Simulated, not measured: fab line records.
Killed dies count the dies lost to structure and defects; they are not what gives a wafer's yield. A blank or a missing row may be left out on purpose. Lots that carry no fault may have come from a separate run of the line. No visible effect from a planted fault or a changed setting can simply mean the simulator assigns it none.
Chamber matching + flow nand_harc + rie_diel-11 running NHARC_P_CONTACT_STRIP_28: 4 sister chambers
The step strips in O2. 16 wafers are shown with their chamber, then 8 later ones without.

## WAFERS PAIRED WITH THEIR CHAMBERS
| wafer  | chamber | showerhead_plenum_p_Torr (Torr) | drypump_motor_current_A (A) | oes_product_au (a.u.) |
|--------|---------|---------------------------------|-----------------------------|-----------------------|
| L117.3 | 2       | 3.75                            | 5.3                         | 0.983                 |
| L117.4 | 1       | 3.31                            | 6.0                         | 1.010                 |
| L117.5 | 2       | 3.75                            | 5.3                         | 0.985                 |
| L119.1 | 0       | 3.35                            | 6.2                         | 0.999                 |
| L119.2 | 3       | 3.77                            | 5.0                         | 1.000                 |
| L119.6 | 0       | 3.35                            | 6.3                         | 1.000                 |
| L120.2 | 3       | 3.77                            | 5.0                         | 0.978                 |
| L120.4 | 0       | 3.35                            | 6.2                         | 0.988                 |
| L120.6 | 1       | 3.31                            | 6.0                         | 1.007                 |
| L121.1 | 2       | 3.75                            | 5.3                         | 0.976                 |
| L121.2 | 0       | 3.35                            | 6.2                         | 0.990                 |
| L121.6 | 0       | 3.35                            | 6.2                         | 1.000                 |
| L131.1 | 1       | 3.30                            | 6.0                         | 1.003                 |
| L131.2 | 3       | 3.77                            | 5.0                         | 0.997                 |
| L131.3 | 0       | 3.35                            | 6.2                         | 0.992                 |
| L137.1 | 2       | 3.74                            | 5.3                         | 0.987                 |

SIGNATURES (averages over the wafers above)
| reading                  | chamber 0 | chamber 1 | chamber 2 | chamber 3 | scatter within a chamber |
|--------------------------|-----------|-----------|-----------|-----------|--------------------------|
| showerhead_plenum_p_Torr | 3.3500    | 3.3067    | 3.7475    | 3.7700    | 0.00344                  |
| drypump_motor_current_A  | 6.217     | 6.000     | 5.300     | 5.000     | 0.0264                   |
| oes_product_au           | 0.99483   | 1.00667   | 0.98275   | 0.99167   | 0.00663                  |
Rule: for a wafer and a chamber, the distance is found by dividing, reading by reading, the gap between the wafer's reading and the chamber's mean by the reading's scatter, squaring, summing and taking the root. The wafer belongs to the nearest chamber; if the next one is less than 2 further off, it can't be placed. The scatter: take each reading less its chamber's mean, square it, sum over the shown wafers, divide by the number of wafers less the number of chambers, and take the root.

## WAFERS WHOSE CHAMBER IS MISSING
| wafer  | showerhead_plenum_p_Torr (Torr) | drypump_motor_current_A (A) | oes_product_au (a.u.) |
|--------|---------------------------------|-----------------------------|-----------------------|
| L137.3 | 3.35                            | 6.2                         | 0.993                 |
| L137.5 | 3.75                            | 5.2                         | 0.993                 |
| L136.2 | 3.76                            | 5.0                         | 0.994                 |
| L136.4 | 3.35                            | 6.2                         | 1.002                 |
| L136.6 | 3.35                            | 6.2                         | 0.995                 |
| L138.1 | 3.30                            | 6.0                         | 0.991                 |
| L138.2 | 3.76                            | 5.0                         | 0.998                 |
| L138.3 | 3.35                            | 6.2                         | 0.993                 |

## WHICH CHAMBER EACH ONE RAN IN
| wafer  | from the rows above | in truth |
|--------|---------------------|----------|
| L137.3 | 0                   | 0        |
| L137.5 | 2                   | 2        |
| L136.2 | 3                   | 3        |
| L136.4 | 0                   | 0        |
| L136.6 | 0                   | 0        |
| L138.1 | 1                   | 1        |
| L138.2 | 3                   | 3        |
| L138.3 | 0                   | 0        |
Correct placement for 8 of the 8. Can't be placed from these rows: 0. Wrongly placed: 0.
